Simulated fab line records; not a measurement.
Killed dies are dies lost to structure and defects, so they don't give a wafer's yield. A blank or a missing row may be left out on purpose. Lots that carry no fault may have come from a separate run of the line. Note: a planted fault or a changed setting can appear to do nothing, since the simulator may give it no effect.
Chamber matching	flow n5-finfet	rie-diel-01 running N5_BEOL_M7_ETCH_61: 4 sister chambers
The step etches SiARC in CF4, target depth 45.5 nm, time 75.8 s. 8 wafers are shown with their chamber, then 12 later ones without.

WAFERS WITH THEIR CHAMBER
wafer	chamber	drypump-motor-current-A (A)	showerhead-plenum-p-Torr (Torr)
L089.2	1	6.3	2.17
L094.3	1	6.4	2.16
L094.5	2	6.8	2.06
L093.3	3	6.3	2.10
L093.6	0	5.1	2.07
L095.1	3	6.3	2.10
L095.2	0	5.1	2.07
L095.3	2	6.8	2.06

WAFERS WITHOUT THEIR CHAMBER
wafer	drypump-motor-current-A (A)	showerhead-plenum-p-Torr (Torr)
L095.4	6.3	2.16
L095.5	6.8	2.06
L095.6	6.4	2.16
L096.1	6.3	2.10
L096.2	5.1	2.07
L096.3	6.4	2.16
L096.4	6.8	2.06
L096.5	6.3	2.10
L096.6	5.1	2.07
L097.3	6.8	2.06
L097.4	5.0	2.07
L097.6	6.3	2.10

WHICH CHAMBER EACH WENT THROUGH
wafer	from the rows above	in truth
L095.4	1	1
L095.5	2	2
L095.6	1	1
L096.1	3	3
L096.2	0	0
L096.3	1	1
L096.4	2	2
L096.5	3	3
L096.6	0	0
L097.3	2	2
L097.4	0	0
L097.6	3	3
Placed correctly: 12 of 12. Not placeable from these rows: 0. 0 placed wrongly.
How it was worked out, from the rows above alone: a wafer's distance from a chamber is the root of the sum, over the readings, of the square of ((its reading less the chamber's mean) divided by the reading's scatter). If the next closest chamber is less than 2 further off than the closest, the wafer can't be placed; otherwise it belongs to the closest. The mean given for a chamber averages the wafers shown for that chamber. The scatter: take each reading less its chamber's mean, square it, sum over the shown wafers, divide by the number of wafers less the number of chambers, and take the root.
